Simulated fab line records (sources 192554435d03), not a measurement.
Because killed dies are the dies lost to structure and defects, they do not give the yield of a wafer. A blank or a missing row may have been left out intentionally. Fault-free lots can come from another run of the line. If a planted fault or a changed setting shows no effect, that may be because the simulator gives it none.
fab line records -- flow n5Finfet
record lots=7, wafers=21
route steps=1938 shown BEOL_M1@800 BEOL_M4@1021 BEOL_M5@1117
startH: hours from the record's opening day to when the first of the lot's shown wafers began -- waitH: hours since the lot's step before -- " unchanged from the row above -- L1.1+2: several wafers, shown together as one row -- - no value, or no start was given -- * or withheld: withheld -- < > ~ a bound
route shown NAME@n: a module of which the file shows steps, and the number in the route of the first -- usual: mean/standard deviation taken from wafers without a fault -- same: alike in all rows -- chamber/n: place in a boat -- sites: the reading at each site -- _std_site: their standard deviation -- _edge_site: outer sites' mean less inner sites' -- radiusMm: for every site, how far away it sits from the centre of the wafer -- mask NAME#n: copy n -- behind: the last tool/chamber to shape the wafer -- hold: what put the lot on hold/how long, in hours/how the hold closed -- device: whichever transistor did not switch (one of n, p or np) -- end of line: the route-end tests of the same wafers -- where a step has no rows: the recipe by itself -- killed: dies that structure and defects cost at the first sort, which is not the same as the wafer's yield -- map: dies across one wafer; x = killed, . = not, _ = none there
set.NAME: the run value of the setting; set.NAME@STEP: its run value at that earlier step -- model.NAME: the simulator's own value behind a step, which no gauge read
lots with deliberately changed settings; one table per step, one row per wafer
## steps
# step N5_BEOL_M1_TRENCH_ETCH_37
# recipe chemistry=C4F6/O2, targetDepthA=552.07, target=SiOC, timeS=29, ionEnergyEv=250, pressureMtorr=30, sourceW=355, biasW=185, Ar_flow_sccm=300, C4F6_flow_sccm=10, O2_flow_sccm=10
# usual rfVppV=668/18
lot.wafer,tool,chamber,startH,waitH,set.biasW,rfVppV
L084.3,rieDiel-06,1,-,-,185,679
L084.4,rieDiel-06,2,-,-,199.9,724
L084.5,rieDiel-06,1,-,-,185,680
L086.3,rieDiel-05,0,-,-,185,678
L086.5,rieDiel-05,2,-,-,185,643
L086.6,rieDiel-05,1,-,-,154.3,552
L089.1,rieDiel-05,3,-,-,185,692
L089.2,rieDiel-05,0,-,-,158.7,600
L089.6,rieDiel-05,3,-,-,158.7,612
L090.3,rieDiel-06,2,-,-,185,680
L090.4,rieDiel-06,1,-,-,185,679
L090.6,rieDiel-06,3,-,-,185,641
L091.3,rieDiel-04,3,-,-,197.4,686
L091.4,rieDiel-04,2,-,-,197.4,728
L091.6,rieDiel-04,0,-,-,185,662
L094.1,rieDiel-06,3,-,-,185,642
L094.2,rieDiel-06,1,-,-,185,680
L094.5,rieDiel-06,0,-,-,185,668
L097.1,rieDiel-04,0,-,-,185,663
L097.2,rieDiel-04,1,-,-,185,667
L097.6,rieDiel-04,3,-,-,185,652
# step N5_BEOL_M4_ILD_DEP_00
# recipe material=SiOC, targetThkA=790, tempC=350, precursor=DEMS/O2, pressureTorr=5, rfW=500, timeS=15.3
lot.wafer,tool,chamber,startH,waitH,set.timeS,model.SiOC_of_BEOL_M4_ILD_DEP_00.thkNm
L084.3,pecvd-02,1,211.31,0.1,16.6,85.2
L084.4,pecvd-02,0,211.31,0.1,16.6,85.6
L084.5,pecvd-02,1,211.31,0.1,15.3,79.4
L086.3,pecvd-03,0,230.40,0.0,15.3,78.4
L086.5,pecvd-03,1,230.40,0.0,15.3,77.8
L086.6,pecvd-03,2,230.40,0.0,15.3,80
L089.1,pecvd-02,1,245.43,0.0,16.31,83.4
L089.2,pecvd-02,0,245.43,0.0,15.3,77
L089.6,pecvd-02,0,245.43,0.0,16.31,83.2
L090.3,pecvd-04,0,245.89,0.0,15.3,77.6
L090.4,pecvd-04,1,245.89,0.0,15.3,79.8
L090.6,pecvd-04,2,245.89,0.0,15.3,78.2
L091.3,pecvd-03,1,258.14,0.1,13.04,66.2
L091.4,pecvd-03,0,258.14,0.1,15.3,78.6
L091.6,pecvd-03,0,258.14,0.1,15.3,79.6
L094.1,pecvd-03,2,281.79,0.0,15.3,77.4
L094.2,pecvd-03,1,281.79,0.0,15.3,76
L094.5,pecvd-03,1,281.79,0.0,15.3,77
L097.1,pecvd-02,0,295.00,0.0,13.44,68.4
L097.2,pecvd-02,2,295.00,0.0,15.3,78.4
L097.6,pecvd-02,2,295.00,0.0,13.44,69
# step N5_BEOL_M4_THK_MEAS_01
# recipe reads=SiOC_of_BEOL_M4_ILD_DEP_00
# usual M4_ILD_THK=78.5/1.1
lot.wafer,tool,chamber,startH,waitH,set.timeS@BEOL_M4_ILD_DEP_00,M4_ILD_THK[nm]
L084.3,filmMetro-02,-,211.38,0.1,16.6,85.2
L084.4,filmMetro-02,-,211.38,0.1,16.6,85.5
L084.5,filmMetro-02,-,211.38,0.1,15.3,79.4
L086.3,filmMetro-01,-,230.47,0.1,15.3,78.6
L086.5,filmMetro-01,-,230.47,0.1,15.3,77.9
L086.6,filmMetro-01,-,230.47,0.1,15.3,80.1
L089.1,filmMetro-01,-,245.51,0.1,16.31,83.5
L089.2,filmMetro-01,-,245.51,0.1,15.3,77.0
L089.6,filmMetro-01,-,245.51,0.1,16.31,83.2
L090.3,filmMetro-02,-,245.96,0.1,15.3,77.6
L090.4,filmMetro-02,-,245.96,0.1,15.3,79.9
L090.6,filmMetro-02,-,245.96,0.1,15.3,78.3
L091.3,filmMetro-01,-,258.20,0.1,13.04,66.2
L091.4,filmMetro-01,-,258.20,0.1,15.3,78.7
L091.6,filmMetro-01,-,258.20,0.1,15.3,79.6
L094.1,filmMetro-02,-,281.87,0.1,15.3,77.5
L094.2,filmMetro-02,-,281.87,0.1,15.3,76.1
L094.5,filmMetro-02,-,281.87,0.1,15.3,76.9
L097.1,filmMetro-02,-,295.09,0.1,13.44,68.4
L097.2,filmMetro-02,-,295.09,0.1,15.3,78.4
L097.6,filmMetro-02,-,295.09,0.1,13.44,69.0
# step N5_BEOL_M4_COAT_62
# recipe resist=SiARC, tempC=220, timeS=60, spinRpm=1500, resistThkNm=12
lot.wafer,tool,chamber,startH,waitH,set.spinRpm
L084.3,lithoTrack-02,0,-,-,1500
L084.4+5,lithoTrack-02,0,-,-,1432
L086.3+5+6,lithoTrack-01,0,-,-,1500
L089.1+2,lithoTrack-01,0,-,-,1500
L089.6,lithoTrack-01,0,-,-,1563
L090.3+4,lithoTrack-01,0,-,-,1500
L090.6,lithoTrack-01,0,-,-,1349
L091.3+6,lithoTrack-01,0,-,-,1500
L091.4,lithoTrack-01,0,-,-,1559
L094.1+2+5,lithoTrack-01,0,-,-,1500
L097.1+2+6,lithoTrack-05,0,-,-,1500
# step N5_BEOL_M4_COAT_73
# recipe resist=underlayer, tempC=205, timeS=60, spinRpm=1500, resistThkNm=5
# step N5_BEOL_M4_COAT_05
# recipe resist=CAR-EUV, spinRpm=1500, resistThkNm=30
# step N5_BEOL_M4_DESCUM_16
# recipe chemistry=O2, timeS=7, sourcePowerW=50, biasPowerW=20, pressureMtorr=20, rfFrequencyHz=2.712e+07, tempC=40, resist=CAR-EUV, o2FlowSccm=225
# step N5_BEOL_M4_ETCH_74
# recipe chemistry=N2/H2, target=underlayer, targetDepthA=65, maskMaterial=CAR-EUV, timeS=5.2, ionEnergyEv=200, pressureMtorr=30, sourceW=840, biasW=150, n2FlowSccm=200, h2FlowSccm=200, ends=cleared
# step N5_BEOL_M4_ETCH_63
# recipe chemistry=CF4, target=SiARC, targetDepthA=156, maskMaterial=CAR-EUV, timeS=26, ionEnergyEv=80, pressureMtorr=40, sourceW=545, biasW=36, Ar_flow_sccm=100, cf4FlowSccm=100, ends=cleared
lot.wafer,tool,chamber,startH,waitH,set.spinRpm@BEOL_M4_COAT_62,model.etch.depthNm
L084.3,rieDiel-02,3,216.56,0.0,1500,12
L084.4,rieDiel-02,2,216.56,0.0,1432,12.25
L084.5,rieDiel-02,2,216.56,0.0,1432,12.28
L086.3,rieDiel-02,2,232.51,0.0,1500,12
L086.5,rieDiel-02,0,232.51,0.0,1500,12.05
L086.6,rieDiel-02,1,232.51,0.0,1500,12.03
L089.1,rieDiel-02,1,248.61,0.0,1500,11.97
L089.2,rieDiel-02,3,248.61,0.0,1500,12
L089.6,rieDiel-02,3,248.61,0.0,1563,11.76
L090.3,rieDiel-01,1,249.00,0.0,1500,11.99
L090.4,rieDiel-01,3,249.00,0.0,1500,12.01
L090.6,rieDiel-01,2,249.00,0.0,1349,12.65
L091.3,rieDiel-03,3,259.35,0.0,1500,11.95
L091.4,rieDiel-03,1,259.35,0.0,1559,11.76
L091.6,rieDiel-03,2,259.35,0.0,1500,11.97
L094.1,rieDiel-02,3,286.71,0.0,1500,11.97
L094.2+5,rieDiel-02,"0,1",286.71,0.0,1500,12.01
L097.1,rieDiel-01,1,298.18,0.0,1500,12.03
L097.2,rieDiel-01,3,298.18,0.0,1500,12.02
L097.6,rieDiel-01,3,298.18,0.0,1500,12
# step N5_BEOL_M5_COAT_59
# recipe resist=SOC, tempC=250, timeS=60, spinRpm=1500, resistThkNm=60
lot.wafer,tool,chamber,startH,waitH,set.spinRpm,model.SOC_of_BEOL_M5_COAT_59.thkNm
L084.3,lithoTrack-02,0,231.24,0.1,1500,60
L084.4,lithoTrack-02,0,231.24,0.1,1544,59.2
L084.5,lithoTrack-02,0,231.24,0.1,1544,59
L086.3,lithoTrack-03,0,240.44,0.1,1396,62.6
L086.5,lithoTrack-03,0,240.44,0.1,1396,62.4
L086.6,lithoTrack-03,0,240.44,0.1,1500,60.2
L090.3,lithoTrack-03,0,258.81,0.1,1357,63.2
L090.4+6,lithoTrack-03,0,258.81,0.1,1500,60
L089.1+6,lithoTrack-04,0,265.56,0.1,1420,61.8
L089.2,lithoTrack-04,0,265.56,0.1,1500,60.2
L091.3+6,lithoTrack-02,0,267.74,0.1,1500,60.4
L091.4,lithoTrack-02,0,267.74,0.1,1500,60.2
L094.1+2+5,lithoTrack-04,0,298.38,0.1,1500,60.2
L097.1,lithoTrack-02,0,314.23,0.1,1500,60
L097.2+6,lithoTrack-02,0,314.23,0.1,1500,60.2
# step N5_BEOL_M5_EXPOSE_08
# recipe maskId=M5, na=0.33, sourceShape=annular, sigmaInner=0.4, sigmaOuter=0.8, polarization=unpolarized, targetCdNm=28, doseMj=35.75
lot.wafer,tool,chamber,startH,waitH,mask,set.doseMj
L084.3+5,euvScanner-02,0,231.51,-,M5#0,35.75
L084.4,euvScanner-02,0,231.51,-,M5#0,38.13
L086.3+5,euvScanner-01,0,240.71,-,M5#0,36.95
L086.6,euvScanner-01,0,240.71,-,M5#0,35.75
L090.3+6,euvScanner-02,0,258.96,-,M5#0,35.75
L090.4,euvScanner-02,0,258.96,-,M5#0,38.13
L089.1,euvScanner-02,0,265.70,-,M5#0,35.75
L089.2+6,euvScanner-02,0,265.70,-,M5#0,38.03
L091.3+4,euvScanner-02,0,267.89,-,M5#0,37.33
L091.6,euvScanner-02,0,267.89,-,M5#0,35.75
L094.1+2+5,euvScanner-02,0,298.51,-,M5#0,35.75
L097.1+2+6,euvScanner-01,0,314.36,-,M5#0,37.73
# step N5_BEOL_M5_PEB_09
# recipe pebTempC=100, pebTimeS=60, resist=CAR-EUV
# step N5_BEOL_M5_DEVELOP_10
# recipe developTimeS=30, developer=TMAH, resist=CAR-EUV, rinseLiquid=surfactantRinse, dry=airSpin, devTempC=23
# step N5_BEOL_M5_CD_MEAS_11
# recipe targetCdNm=27.74, landingEnergyEv=500, detector=seInlens
# usual cdNm=27.98/0.28
lot.wafer,tool,chamber,startH,waitH,set.doseMj@BEOL_M5_EXPOSE_08,cdNm
L084.3,cdSem-01,0,231.63,-,35.75,28.22
L084.4,cdSem-01,0,231.63,-,38.13,28.93
L084.5,cdSem-01,0,231.63,-,35.75,28.10
L086.3,cdSem-02,0,240.83,-,36.95,28.99
L086.5,cdSem-02,0,240.83,-,36.95,28.97
L086.6,cdSem-02,0,240.83,-,35.75,27.94
L090.3,cdSem-02,0,259.08,-,35.75,27.60
L090.4,cdSem-02,0,259.08,-,38.13,29.42
L090.6,cdSem-02,0,259.08,-,35.75,27.98
L089.1,cdSem-02,0,265.83,-,35.75,28.08
L089.2,cdSem-02,0,265.83,-,38.03,29.71
L089.6,cdSem-02,0,265.83,-,38.03,29.60
L091.3,cdSem-02,0,268.01,-,37.33,28.91
L091.4,cdSem-02,0,268.01,-,37.33,29.38
L091.6,cdSem-02,0,268.01,-,35.75,28.12
L094.1,cdSem-01,0,298.64,-,35.75,27.58
L094.2,cdSem-01,0,298.64,-,35.75,27.77
L094.5,cdSem-01,0,298.64,-,35.75,27.98
L097.1,cdSem-01,0,314.49,-,37.73,29.12
L097.2,cdSem-01,0,314.49,-,37.73,29.22
L097.6,cdSem-01,0,314.49,-,37.73,29.49
# step N5_BEOL_M5_DESCUM_16
# recipe chemistry=O2, timeS=7, sourcePowerW=50, biasPowerW=20, pressureMtorr=20, rfFrequencyHz=2.712e+07, tempC=40, resist=CAR-EUV, o2FlowSccm=225
lot.wafer,tool,chamber,startH,waitH,set.doseMj@BEOL_M5_EXPOSE_08,model.BEOL_M5.cdNm
L084.3+5,rieDiel-04,1,231.77,0.0,35.75,28
L084.4,rieDiel-04,3,231.77,0.0,38.13,29.4
L086.3,rieDiel-05,0,240.95,0.0,36.95,28.8
L086.5,rieDiel-05,0,240.95,0.0,36.95,29
L086.6,rieDiel-05,3,240.95,0.0,35.75,28
L090.3+6,rieDiel-06,"1,0",259.20,0.0,35.75,27.8
L090.4,rieDiel-06,2,259.20,0.0,38.13,29.2
L089.1,rieDiel-04,1,266.29,0.4,35.75,27.8
L089.2,rieDiel-04,0,266.29,0.4,38.03,29.6
L089.6,rieDiel-04,3,266.29,0.4,38.03,29.8
L091.3,rieDiel-06,3,268.31,0.2,37.33,28.8
L091.4,rieDiel-06,1,268.31,0.2,37.33,29.2
L091.6,rieDiel-06,3,268.31,0.2,35.75,28.2
L094.1+2,rieDiel-05,"0,2",298.77,0.0,35.75,27.8
L094.5,rieDiel-05,2,298.77,0.0,35.75,28
L097.1,rieDiel-05,0,314.61,0.0,37.73,29.2
L097.2,rieDiel-05,1,314.61,0.0,37.73,29.6
L097.6,rieDiel-05,0,314.61,0.0,37.73,29.4
# step N5_BEOL_M5_ETCH_72
# recipe chemistry=N2/H2, target=underlayer, targetDepthA=65, maskMaterial=CAR-EUV, timeS=5.2, ionEnergyEv=200, pressureMtorr=30, sourceW=840, biasW=150, n2FlowSccm=200, h2FlowSccm=200, ends=cleared
# step N5_BEOL_M5_ETCH_61
# recipe chemistry=CF4, target=SiARC, targetDepthA=156, maskMaterial=CAR-EUV, timeS=26, ionEnergyEv=80, pressureMtorr=40, sourceW=545, biasW=36, Ar_flow_sccm=100, cf4FlowSccm=100, ends=cleared
lot.wafer,tool,chamber,startH,waitH,set.doseMj@BEOL_M5_EXPOSE_08,model.BEOL_M5.cdNm
L084.3,rieDiel-04,1,231.82,0.0,35.75,28
L084.4,rieDiel-04,3,231.82,0.0,38.13,29.4
L084.5,rieDiel-04,1,231.82,0.0,35.75,27.8
L086.3,rieDiel-05,0,241.00,0.0,36.95,28.8
L086.5,rieDiel-05,0,241.00,0.0,36.95,29
L086.6,rieDiel-05,3,241.00,0.0,35.75,27.8
L090.3+6,rieDiel-06,"1,0",259.25,0.0,35.75,27.8
L090.4,rieDiel-06,2,259.25,0.0,38.13,29.2
L089.1,rieDiel-04,1,266.35,0.0,35.75,27.8
L089.2,rieDiel-04,0,266.35,0.0,38.03,29.6
L089.6,rieDiel-04,3,266.35,0.0,38.03,30
L091.3,rieDiel-06,3,268.36,0.0,37.33,28.8
L091.4,rieDiel-06,1,268.36,0.0,37.33,29
L091.6,rieDiel-06,3,268.36,0.0,35.75,28.2
L094.1,rieDiel-05,0,298.82,0.0,35.75,27.6
L094.2,rieDiel-05,2,298.82,0.0,35.75,28
L094.5,rieDiel-05,2,298.82,0.0,35.75,28.2
L097.1+6,rieDiel-05,0,314.66,0.0,37.73,29.2
L097.2,rieDiel-05,1,314.66,0.0,37.73,29.4
# step N5_BEOL_M5_ETCH_62
# recipe chemistry=N2/H2, target=SOC, targetDepthA=750, overetchA=150, maskMaterial=SiARC, tempC=40, timeS=112.5, ionEnergyEv=200, pressureMtorr=30, sourceW=840, biasW=150, n2FlowSccm=200, h2FlowSccm=200
lot.wafer,tool,chamber,startH,waitH,set.spinRpm@BEOL_M5_COAT_59,set.doseMj@BEOL_M5_EXPOSE_08,model.BEOL_M5.cdNm,model.etch.depthNm
L084.3,rieDiel-04,1,231.84,0.0,1500,35.75,28.2,60.08
L084.4,rieDiel-04,3,231.84,0.0,1544,38.13,29.2,59.2
L084.5,rieDiel-04,1,231.84,0.0,1544,35.75,28,59.09
L086.3,rieDiel-05,0,241.03,0.0,1396,36.95,28.8,62.54
L086.5,rieDiel-05,0,241.03,0.0,1396,36.95,28.8,62.4
L086.6,rieDiel-05,3,241.03,0.0,1500,35.75,27.6,60.24
L090.3,rieDiel-06,1,259.28,0.0,1357,35.75,27.8,63.24
L090.4,rieDiel-06,2,259.28,0.0,1500,38.13,28.8,59.99
L090.6,rieDiel-06,0,259.28,0.0,1500,35.75,27.8,60.03
L089.1,rieDiel-04,1,266.37,0.0,1420,35.75,28,61.88
L089.2,rieDiel-04,0,266.37,0.0,1500,38.03,29.6,60.15
L089.6,rieDiel-04,3,266.37,0.0,1420,38.03,29.8,61.9
L091.3,rieDiel-06,3,268.39,0.0,1500,37.33,29,60.45
L091.4,rieDiel-06,1,268.39,0.0,1500,37.33,29.2,60.27
L091.6,rieDiel-06,3,268.39,0.0,1500,35.75,28.2,60.41
L094.1,rieDiel-05,0,298.85,0.0,1500,35.75,27.6,60.14
L094.2,rieDiel-05,2,298.85,0.0,1500,35.75,27.8,60.27
L094.5,rieDiel-05,2,298.85,0.0,1500,35.75,28.2,60.23
L097.1,rieDiel-05,0,314.69,0.0,1500,37.73,29.2,59.99
L097.2,rieDiel-05,1,314.69,0.0,1500,37.73,29.2,60.18
L097.6,rieDiel-05,0,314.69,0.0,1500,37.73,29.2,60.19
# step N5_BEOL_M5_STRIP_63
# recipe chemistry=N2/H2, tempC=40, n2FlowSccm=200, h2FlowSccm=200, rfFrequencyHz=6e+07
# step N5_BEOL_M5_STRIP_73
# recipe chemistry=N2/H2, tempC=40, n2FlowSccm=200, h2FlowSccm=200, rfFrequencyHz=6e+07
# step N5_BEOL_M5_HM_OPEN_17
# recipe chemistry=Cl2/BCl3, targetDepthA=200, overetchA=60, target=TiN, maskMaterial=SOC, ionEnergyEv=150, pressureMtorr=10, icpW=1000, biasW=126, Cl2_flow_sccm=53.25, bcl3FlowSccm=21.75, Ar_flow_sccm=25
# step N5_BEOL_M5_STRIP_19
# recipe chemistry=O2, powerW=400, tempC=40, pressureMtorr=30, rfFrequencyHz=6e+07, biasPowerW=0, overashFraction=0.2, o2FlowSccm=225
# step N5_BEOL_M5_CD_MEAS_18
# recipe pitchNm=56, targetCdNm=28
# usual cdNm=28.1/0.35
lot.wafer,tool,chamber,startH,waitH,set.doseMj@BEOL_M5_EXPOSE_08,cdNm
L084.3,cdSem-03,-,232.20,0.1,35.75,27.7
L084.4,cdSem-03,-,232.20,0.1,38.13,29.3
L084.5,cdSem-03,-,232.20,0.1,35.75,28.2
L086.3,cdSem-02,-,241.38,0.1,36.95,29.1
L086.5,cdSem-02,-,241.38,0.1,36.95,28.9
L086.6,cdSem-02,-,241.38,0.1,35.75,27.9
L090.3,cdSem-03,-,259.63,0.1,35.75,27.7
L090.4,cdSem-03,-,259.63,0.1,38.13,29.2
L090.6,cdSem-03,-,259.63,0.1,35.75,28.0
L089.1,cdSem-03,-,266.75,0.0,35.75,27.8
L089.2,cdSem-03,-,266.75,0.0,38.03,29.6
L089.6,cdSem-03,-,266.75,0.0,38.03,29.6
L091.3,cdSem-01,-,268.74,0.1,37.33,28.8
L091.4,cdSem-01,-,268.74,0.1,37.33,29.2
L091.6,cdSem-01,-,268.74,0.1,35.75,28.6
L094.1,cdSem-01,-,299.19,0.0,35.75,28.0
L094.2,cdSem-01,-,299.19,0.0,35.75,27.7
L094.5,cdSem-01,-,299.19,0.0,35.75,28.2
L097.1,cdSem-01,-,315.08,0.0,37.73,29.2
L097.2,cdSem-01,-,315.08,0.0,37.73,29.6
L097.6,cdSem-01,-,315.08,0.0,37.73,29.2
# step N5_BEOL_M5_COAT_65
# recipe resist=SOC, tempC=250, timeS=60, spinRpm=1500, resistThkNm=60
# step N5_BEOL_M5_COAT_66
# recipe resist=SiARC, tempC=220, timeS=60, spinRpm=1500, resistThkNm=12
# step N5_BEOL_M5_DESCUM_33
# recipe chemistry=O2, timeS=7, sourcePowerW=50, biasPowerW=20, pressureMtorr=20, rfFrequencyHz=2.712e+07, tempC=40, resist=CAR-EUV, o2FlowSccm=225
# step N5_BEOL_M5_ETCH_75
# recipe chemistry=N2/H2, target=underlayer, targetDepthA=65, maskMaterial=CAR-EUV, timeS=5.2, ionEnergyEv=200, pressureMtorr=30, sourceW=840, biasW=150, n2FlowSccm=200, h2FlowSccm=200, ends=cleared
lot.wafer,tool,chamber,startH,waitH,set.doseMj@BEOL_M5_EXPOSE_08,model.BEOL_M5.cdNm
L084.3,rieDiel-05,1,232.83,0.0,35.75,28
L084.4,rieDiel-05,2,232.83,0.0,38.13,29
L084.5,rieDiel-05,2,232.83,0.0,35.75,27.8
L086.3+5,rieDiel-05,0,241.95,0.0,36.95,29.2
L086.6,rieDiel-05,3,241.95,0.0,35.75,28
L090.3,rieDiel-04,2,260.26,0.0,35.75,27.8
L090.4,rieDiel-04,3,260.26,0.0,38.13,29.2
L090.6,rieDiel-04,2,260.26,0.0,35.75,28.2
L089.1,rieDiel-04,2,269.24,0.0,35.75,28
L089.2,rieDiel-04,0,269.24,0.0,38.03,29.8
L089.6,rieDiel-04,0,269.24,0.0,38.03,30
L091.3,rieDiel-05,0,269.71,0.0,37.33,28.8
L091.4,rieDiel-05,0,269.71,0.0,37.33,29.2
L091.6,rieDiel-05,3,269.71,0.0,35.75,28
L094.1+2,rieDiel-06,"3,1",303.66,0.0,35.75,27.6
L094.5,rieDiel-06,0,303.66,0.0,35.75,28
L097.1+2,rieDiel-06,"1,2",316.34,0.0,37.73,29.4
L097.6,rieDiel-06,2,316.34,0.0,37.73,29
# step N5_BEOL_M5_ETCH_67
# recipe chemistry=CF4, target=SiARC, targetDepthA=156, maskMaterial=CAR-EUV, timeS=26, ionEnergyEv=80, pressureMtorr=40, sourceW=545, biasW=36, Ar_flow_sccm=100, cf4FlowSccm=100, ends=cleared
# step N5_BEOL_M5_ETCH_68
# recipe chemistry=N2/H2, target=SOC, targetDepthA=800, overetchA=160, maskMaterial=SiARC, tempC=40, timeS=120, ionEnergyEv=200, pressureMtorr=30, sourceW=840, biasW=150, n2FlowSccm=200, h2FlowSccm=200
lot.wafer,tool,chamber,startH,waitH,set.doseMj@BEOL_M5_EXPOSE_08,model.BEOL_M5.cdNm
L084.3,rieDiel-05,1,232.88,0.0,35.75,28.2
L084.4,rieDiel-05,2,232.88,0.0,38.13,29
L084.5,rieDiel-05,2,232.88,0.0,35.75,27.6
L086.3+5,rieDiel-05,0,242.00,0.0,36.95,28.8
L086.6,rieDiel-05,3,242.00,0.0,35.75,27.8
L090.3,rieDiel-04,2,260.31,0.0,35.75,28
L090.4,rieDiel-04,3,260.31,0.0,38.13,29.2
L090.6,rieDiel-04,2,260.31,0.0,35.75,28.6
L089.1,rieDiel-04,2,269.28,0.0,35.75,28.2
L089.2,rieDiel-04,0,269.28,0.0,38.03,29.6
L089.6,rieDiel-04,0,269.28,0.0,38.03,30
L091.3,rieDiel-05,0,269.75,0.0,37.33,28.6
L091.4,rieDiel-05,0,269.75,0.0,37.33,29
L091.6,rieDiel-05,3,269.75,0.0,35.75,28
L094.1,rieDiel-06,3,303.71,0.0,35.75,27.8
L094.2,rieDiel-06,1,303.71,0.0,35.75,27.6
L094.5,rieDiel-06,0,303.71,0.0,35.75,28.2
L097.1,rieDiel-06,1,316.38,0.0,37.73,29.6
L097.2,rieDiel-06,2,316.38,0.0,37.73,29.4
L097.6,rieDiel-06,2,316.38,0.0,37.73,28.8
# step N5_BEOL_M5_STRIP_69
# recipe chemistry=N2/H2, tempC=40, n2FlowSccm=200, h2FlowSccm=200, rfFrequencyHz=6e+07
# step N5_BEOL_M5_STRIP_76
# recipe chemistry=N2/H2, tempC=40, n2FlowSccm=200, h2FlowSccm=200, rfFrequencyHz=6e+07
# step N5_BEOL_M5_STRIP_36
# recipe chemistry=N2/H2, powerW=450, tempC=40, pressureMtorr=20, rfFrequencyHz=6e+07, overashFraction=0.3, biasPowerW=7, h2Frac=0.5, n2FlowSccm=200, h2FlowSccm=200
# step N5_BEOL_M5_TRENCH_ETCH_37
# recipe chemistry=C4F6/O2, targetDepthA=716.52, target=SiCOH_lowk, timeS=24.7, ionEnergyEv=250, pressureMtorr=30, sourceW=345, biasW=185, Ar_flow_sccm=300, C4F6_flow_sccm=10, O2_flow_sccm=10
# step N5_BEOL_M5_ETCH_41
# recipe chemistry=CH3F/O2, target=SiCN, targetDepthA=315, taperDeg=2, timeS=56.7, ionEnergyEv=120, maskMaterial=TiN, pressureMtorr=30, sourceW=395, biasW=75, Ar_flow_sccm=150, CH3F_flow_sccm=30, O2_flow_sccm=20
lot.wafer,tool,chamber,startH,waitH,set.doseMj@BEOL_M5_EXPOSE_08,model.BEOL_M5.cdNm
L084.3,rieDiel-05,1,-,-,35.75,28.4
L084.4,rieDiel-05,2,-,-,38.13,29.2
L084.5,rieDiel-05,2,-,-,35.75,28
L086.3+5,rieDiel-05,0,-,-,36.95,28.8
L086.6,rieDiel-05,3,-,-,35.75,27.8
L090.3,rieDiel-04,2,-,-,35.75,27.8
L090.4,rieDiel-04,3,-,-,38.13,29.2
L090.6,rieDiel-04,2,-,-,35.75,28.2
L089.1,rieDiel-04,2,-,-,35.75,27.8
L089.2,rieDiel-04,0,-,-,38.03,29.8
L089.6,rieDiel-04,0,-,-,38.03,30
L091.3+4,rieDiel-05,0,-,-,37.33,28.8
L091.6,rieDiel-05,3,-,-,35.75,28.2
L094.1+5,rieDiel-06,"3,0",-,-,35.75,28
L094.2,rieDiel-06,1,-,-,35.75,27.8
L097.1+6,rieDiel-06,"1,2",-,-,37.73,29.4
L097.2,rieDiel-06,2,-,-,37.73,29.6
## key
split step=N5_BEOL_M1_TRENCH_ETCH_37, setting=biasW, stated=185, by=wafer
response step=N5_BEOL_M1_TRENCH_ETCH_37, reading=rfVppV, change=+6.24, per=1%, r=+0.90
split step=N5_BEOL_M4_ILD_DEP_00, setting=timeS, stated=15.3, by=wafer
response step=N5_BEOL_M4_ILD_DEP_00, reading=model.SiOC_of_BEOL_M4_ILD_DEP_00.thkNm, change=+0.832, per=1%, r=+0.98
response step=N5_BEOL_M4_THK_MEAS_01, reading=M4_ILD_THK, change=+0.834, per=1%, r=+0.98
split step=N5_BEOL_M4_COAT_62, setting=spinRpm, stated=1500, by=wafer
response step=N5_BEOL_M4_ETCH_63, reading=model.etch.depthNm, change=-0.0616, per=1%, r=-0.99
split step=N5_BEOL_M5_COAT_59, setting=spinRpm, stated=1500, by=wafer
response step=N5_BEOL_M5_COAT_59, reading=model.SOC_of_BEOL_M5_COAT_59.thkNm, change=-0.327, per=1%, r=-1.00
response step=N5_BEOL_M5_ETCH_62, reading=model.etch.depthNm, change=-0.331, per=1%, r=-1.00
split step=N5_BEOL_M5_EXPOSE_08, setting=doseMj, stated=35.75, by=wafer
response step=N5_BEOL_M5_CD_MEAS_11, reading=cdNm, change=+0.213, per=1%, r=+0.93
response step=N5_BEOL_M5_DESCUM_16, reading=model.BEOL_M5.cdNm, change=+0.233, per=1%, r=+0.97
response step=N5_BEOL_M5_ETCH_61, reading=model.BEOL_M5.cdNm, change=+0.243, per=1%, r=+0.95
response step=N5_BEOL_M5_ETCH_62, reading=model.BEOL_M5.cdNm, change=+0.205, per=1%, r=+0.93
response step=N5_BEOL_M5_CD_MEAS_18, reading=cdNm, change=+0.217, per=1%, r=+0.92
response step=N5_BEOL_M5_ETCH_75, reading=model.BEOL_M5.cdNm, change=+0.224, per=1%, r=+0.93
response step=N5_BEOL_M5_ETCH_68, reading=model.BEOL_M5.cdNm, change=+0.19, per=1%, r=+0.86
response step=N5_BEOL_M5_ETCH_41, reading=model.BEOL_M5.cdNm, change=+0.213, per=1%, r=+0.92
